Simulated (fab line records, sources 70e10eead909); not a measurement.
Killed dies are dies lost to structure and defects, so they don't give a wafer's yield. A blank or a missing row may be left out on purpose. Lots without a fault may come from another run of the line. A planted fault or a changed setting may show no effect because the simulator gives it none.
Which tool did it? | flow nand_harc | 11 lots, 33 wafers sampled, at 5 steps of a route of 1159

WHAT THE GAUGES READ, wafer by wafer
NHARC_END_SORT_01.
lot  | measured     | on        | killed_at_array
L834 | day 23 16:39 | prober-02 | 669 674 668
L833 | day 23 15:46 | prober-01 | 674 675 670

WHICH TOOL RAN EACH LOT (tool, then ch and the chambers of the sampled wafers, then the start)
lot  | NHARC_A_STAIRCASE_TRIM_231                    | NHARC_A_STAIRCASE_STRIP_238          | NHARC_A_STAIRCASE_ETCH_292         | NHARC_A_STAIRCASE_ETCH_294
L817 | rie_diel-01 ch 1,2,3, day 11 12:21 or earlier | plasma_asher-02 ch 0,1, day 11 12:21 | rie_diel-13 ch 0,1,3, day 11 18:22 | rie_diel-13 ch 2,3, day 11 19:27
L818 | rie_diel-01 ch 0,2,3, day 11 21:53 or earlier | plasma_asher-02 ch 0,1, day 11 21:53 | rie_diel-12 ch 0,1,3, day 12 03:32 | rie_diel-12 ch 0,2,3, day 12 04:25
L821 | rie_diel-12 ch 0,2, day 12 04:14 or earlier   | plasma_asher-02 ch 0,1, day 12 04:14 | rie_diel-12 ch 0,1,2, day 12 10:21 | rie_diel-12 ch 1,2,3, day 12 11:02
L819 | rie_diel-12 ch 2,3, day 12 07:04 or earlier   | plasma_asher-02 ch 0, day 12 07:04   | rie_diel-01 ch 1,2,3, day 12 13:55 | rie_diel-01 ch 0,1,2, day 12 14:35
L827 | rie_diel-01 ch 1,2, day 13 13:41 or earlier   | plasma_asher-01 ch 0,1, day 13 13:41 | rie_diel-12 ch 0,3, day 13 19:41   | rie_diel-12 ch 2,3, day 13 20:14
L834 | rie_diel-01 ch 1,2,3, day 15 10:42 or earlier | plasma_asher-02 ch 0,1, day 15 10:42 | rie_diel-01 ch 0,2,3, day 15 16:05 | rie_diel-01 ch 0,1, day 15 16:40
L833 | rie_diel-13 ch 1,2,3, day 15 11:44 or earlier | plasma_asher-01 ch 0,1, day 15 11:44 | rie_diel-12 ch 1,2, day 15 17:07   | rie_diel-12 ch 0,2,3, day 15 17:47
L835 | rie_diel-12 ch 0,3, day 15 14:26 or earlier   | plasma_asher-02 ch 0,1, day 15 14:26 | rie_diel-12 ch 0,1, day 15 21:31   | rie_diel-12 ch 0,2, day 15 22:11
L837 | rie_diel-13 ch 0,1,2, day 15 21:50 or earlier | plasma_asher-01 ch 0,1, day 15 21:50 | rie_diel-12 ch 1,2,3, day 16 06:50 | rie_diel-12 ch 2,3, day 16 07:32
L836 | rie_diel-01 ch 0,1,3, day 16 06:17 or earlier | plasma_asher-01 ch 0,1, day 16 06:17 | rie_diel-01 ch 0,2,3, day 16 13:29 | rie_diel-01 ch 2,3, day 16 14:31
L839 | rie_diel-12 ch 0,1,3, day 17 09:07 or earlier | plasma_asher-01 ch 0,1, day 17 09:07 | rie_diel-13 ch 0,1,2, day 17 15:03 | rie_diel-13 ch 0,2,3, day 17 15:53
- NHARC_A_STAIRCASE_TRIM_231: chemistry O2, time 211.2 s.
- NHARC_A_STAIRCASE_STRIP_238: strips in O2.
- NHARC_A_STAIRCASE_ETCH_292: etches the open film in CF4/CHF3.
- NHARC_A_STAIRCASE_ETCH_294: etches the open film in C4F8/O2/Ar, target depth 4992 nm, time 1212.4 s.

THE ANSWER, worked out from the rows above alone
Rule: what is usual is taken from the lots themselves. Put in order of their means at a reading, lots are off if they are a third of the lots or fewer, leave a main group of 4 or more, and stand apart from it by a gap of 3 or more times the standard deviation of the main group's means; of several such gaps the widest counts. A main group whose means are all the same, to the digits that the tables above print for the reading, isn't used. A lot without any number at a reading at which 4 lots or more have one is off too. The other lots that the step has rows for count as sound.
No lot is off at any reading shown: from this, nothing can be told.

WHAT THE SIMULATOR HAD PUT IN
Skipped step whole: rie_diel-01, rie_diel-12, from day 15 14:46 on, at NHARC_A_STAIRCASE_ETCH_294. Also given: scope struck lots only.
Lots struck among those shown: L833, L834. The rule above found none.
